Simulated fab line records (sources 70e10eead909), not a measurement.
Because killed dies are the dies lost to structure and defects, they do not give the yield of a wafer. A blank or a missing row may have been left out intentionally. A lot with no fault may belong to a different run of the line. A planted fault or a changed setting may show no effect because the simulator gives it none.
The tool behind it: which one? -- flow nandHarc -- Sampling: 12 lots, 36 wafers, 6 of 1302 route steps

== WHAT THE GAUGES SHOWED, per wafer ==
NHARC_A_ONON_D2_THK_MEAS_02: measures by ellipsometry.
lot,measured,on,thkNm (nm)
L554,day 12 20:40,filmMetro-01,1011 1009 1008
L555,day 12 20:48,filmMetro-01,1010 1012 1014
L557,day 14 01:14,filmMetro-01,1011 1009 1012
L558,day 14 20:05,filmMetro-02,996 996 997
L559,day 14 19:59,filmMetro-01,1001 999 999
L563,day 16 22:35,filmMetro-01,995 995 996
L564,day 17 08:58,filmMetro-01,1017 1018 1018
L567,day 18 13:35,filmMetro-02,1007 1008 1009
L568,day 18 19:02,filmMetro-01,670 672 671
L570,day 19 15:14,filmMetro-02,1003 664 665
L571,day 19 15:24,filmMetro-02,1011 1009 1010
L576,day 21 22:35,filmMetro-02,999 1001 1000

NHARC_END_SORT_01.
lot,measured,on,killedAtArray,killedAtOther,killedAtPeriphery,killedDies,killedOpen,killedShort
L554,day 25 14:29,prober-02,46 41 39,0 1 0,2 5 5,48 47 44,4 2 5,2 1 4
L555,day 24 19:14,prober-02,79 74 77,2 0 1,3 5 1,84 79 79,4 2 2,0 5 4
L558,day 26 18:12,prober-02,98 75 63,0 0 0,4 7 2,102 82 65,3 9 1,5 4 1
L559,day 26 23:09,prober-01,49 38 46,0 3 0,3 1 6,52 42 52,6 4 5,4 0 4
L564,day 29 12:04,prober-02,45 46 37,4 5 3,5 2 2,54 53 42,3 2 0,4 4 1
L568,day 30 14:07,prober-01,670 676 675,0 0 0,7 1 2,677 677 677,2 2 2,3 1 3
L570,day 31 21:11,prober-02,77 667 670,0 1 0,11 9 7,88 677 677,2 2 2,3 4 3

== WHAT TOOL EACH LOT RAN ON (gives the tool, then ch and the chambers of the sampled wafers, and finally the start) ==
lot,NHARC_A_CHANNEL_FILL_D1_CMP_10,NHARC_A_DECK1_JOINT_ETCHBACK_00,NHARC_A_DECK1_JOINT_CMP_02,NHARC_A_ONON_D2_DEP_00
L554,"cmp-03 ch 0,1, day 11 14:34","rieSi-04 ch 1,3, day 12 01:42","cmp-02 ch 1,2, day 12 19:22","pecvdOnon-01 ch 0, day 12 20:12"
L555,"cmp-02 ch 1,2,3, day 11 14:35","rieSi-01 ch 0,2,3, day 12 01:41","cmp-02 ch 1,2,3, day 12 19:31","pecvdOnon-04 ch 0, day 12 20:17"
L557,"cmp-03 ch 0,2,3, day 12 09:19","rieSi-01 ch 1,2,3, day 12 20:17","cmp-01 ch 0,1,3, day 13 23:55","pecvdOnon-01 ch 0, day 14 00:44"
L558,"cmp-03 ch 1,2,3, day 13 06:16","rieSi-04 ch 0,2,3, day 13 17:22","cmp-01 ch 0,1,2, day 14 18:43","pecvdOnon-01 ch 0, day 14 19:34"
L559,"cmp-02 ch 1,2,3, day 13 06:17","rieSi-01 ch 1,2, day 13 17:22","cmp-03 ch 1,3, day 14 18:43","pecvdOnon-04 ch 0, day 14 19:32"
L563,"cmp-04 ch 0,3, day 15 09:53","rieSi-05 ch 1,2,3, day 15 23:22","cmp-03 ch 0,2,3, day 16 21:21","pecvdOnon-04 ch 0, day 16 22:11"
L564,"cmp-03 ch 1,3, day 15 17:21","rieSi-01 ch 0,1,2, day 16 04:28","cmp-03 ch 1,2, day 17 07:41","pecvdOnon-01 ch 0, day 17 08:34"
L567,"cmp-03 ch 0,1,3, day 17 00:27","rieSi-01 ch 0,1,2, day 17 11:35","cmp-02 ch 0,2,3, day 18 12:14","pecvdOnon-04 ch 0, day 18 13:04"
L568,"cmp-02 ch 0,1,2, day 17 06:15","rieSi-01 ch 0,3, day 17 17:23","cmp-01 ch 0,1, day 18 17:46","pecvdOnon-04 ch 0, day 18 18:32"
L570,"cmp-04 ch 1,2, day 18 01:36","rieSi-05 ch 2,3, day 18 12:47","cmp-02 ch 1,2, day 19 13:57","pecvdOnon-04 ch 0, day 19 14:50"
L571,"cmp-04 ch 0,2,3, day 18 05:18","rieSi-05 ch 2,3, day 18 16:17","cmp-01 ch 2,3, day 19 14:00","pecvdOnon-01 ch 0, day 19 14:53"
L576,"cmp-02 ch 0,1,2, day 20 11:31","rieSi-04 ch 0,1,3, day 20 23:13","cmp-02 ch 1,2, day 21 21:19","pecvdOnon-03 ch 0, day 21 22:08"
- NHARC_A_CHANNEL_FILL_D1_CMP_10: polishes, target thk 150 nm.
- NHARC_A_DECK1_JOINT_ETCHBACK_00: etches the open film in HBr, target depth 30 nm, time 17.4 s.
- NHARC_A_DECK1_JOINT_CMP_02: polishes SiOx.
- NHARC_A_ONON_D2_DEP_00: target thk 1000 nm.

== AS READ BY THE TOOLS THEMSELVES (means over the sampled wafers that have a number; for cases with no such wafer, the mark the record gives instead) ==
NHARC_A_CHANNEL_FILL_D1_CMP_10.
lot,tool,edgeZonePressureFrac,motorCurrentA (A),slurryFilterDpKPa (kPa),timeToEndpointS (s)
L554,cmp-03,1.001,12.5,13.42,12.2
L555,cmp-02,0.999,11.4,13.38,17.4
L557,cmp-03,1.001,11.8,13.44,16.5
L558,cmp-03,1.006,10.9,13.63,15.0
L559,cmp-02,0.998,11.6,13.56,13.1
L563,cmp-04,1.000,12.3,13.40,15.7
L564,cmp-03,0.997,11.1,13.46,14.8
L567,cmp-03,1.000,11.6,13.46,14.0
L568,cmp-02,0.999,11.1,13.57,13.4
L570,cmp-04,0.995,14.0,13.54,18.8
L571,cmp-04,1.002,13.2,13.39,14.0
L576,cmp-02,0.998,11.0,13.56,15.2

NHARC_A_DECK1_JOINT_ETCHBACK_00.
lot,tool,drypumpMotorCurrentA (A),oesProductAu (a.u.),throttleValvePct (%)
L554,rieSi-04,5.2,0.987,23.261
L555,rieSi-01,6.3,1.001,23.262
L557,rieSi-01,6.2,1.003,23.269
L558,rieSi-04,5.7,1.000,23.277
L559,rieSi-01,6.0,1.004,23.266
L563,rieSi-05,5.8,0.990,23.265
L564,rieSi-01,6.1,1.002,23.268
L567,rieSi-01,6.2,1.003,23.273
L568,rieSi-01,6.4,1.015,23.267
L570,rieSi-05,5.6,1.001,23.272
L571,rieSi-05,5.6,0.990,23.262
L576,rieSi-04,5.6,1.001,23.265

NHARC_A_DECK1_JOINT_CMP_02.
lot,tool,edgeZonePressureFrac,motorCurrentA (A),slurryFilterDpKPa (kPa)
L554,cmp-02,1.002,11.4,13.63
L555,cmp-02,1.000,11.4,13.41
L557,cmp-01,1.002,10.9,13.41
L558,cmp-01,1.000,11.6,13.56
L559,cmp-03,0.995,10.7,13.47
L563,cmp-03,1.003,11.9,13.49
L564,cmp-03,0.998,11.2,13.56
L567,cmp-02,0.999,11.5,13.55
L568,cmp-01,0.999,10.9,13.67
L570,cmp-02,0.997,11.4,13.54
L571,cmp-01,1.003,12.3,13.37
L576,cmp-02,1.002,11.4,13.55

== THE ANSWER, worked out from the rows above alone ==
Rule: usual is defined by the lots themselves. Put in order of their means at a reading, lots are off if they are a third of the lots or fewer, leave a main group of 4 or more, and stand apart from it by a gap of 3 or more times the standard deviation of the main group's means; of several such gaps the widest counts. Not used: any main group whose means are identical at the precision the tables above print for the reading. Also off: a lot with no number at a reading for which 4 or more lots have one. Where the step has rows for the other lots, those lots are counted as sound. First the gauges in route order, then the tools' own readings, where a lot's mean is used as printed above. At the first step where some lot is off, the reading lying furthest off is the one used; lots without a number count as furthest.
Off at NHARC_A_ONON_D2_THK_MEAS_02 (thkNm): L568, L570. Mean 1006 nm and standard deviation 7.1 in the main group.
If a tool, at a process step before that reading, ran all the lots that are off and no sound lot after the first of them, it fits. Not tried: the gauges at NHARC_A_ONON_D2_THK_MEAS_02; whatever is off there is also off at NHARC_END_SORT_01, on other tools, and gauge error can't account for it. One candidate fits, namely pecvdOnon-04 at NHARC_A_ONON_D2_DEP_00. A fault onset in the window from L567 (day 18 13:04, its last sound lot) to L568 (day 18 18:32, its first lot off) fits.

== WHAT HAD BEEN PUT IN BY THE SIMULATOR ==
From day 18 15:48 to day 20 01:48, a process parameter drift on pecvdOnon-04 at NHARC_A_ONON_D2_DEP_00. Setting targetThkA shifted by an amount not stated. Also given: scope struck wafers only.
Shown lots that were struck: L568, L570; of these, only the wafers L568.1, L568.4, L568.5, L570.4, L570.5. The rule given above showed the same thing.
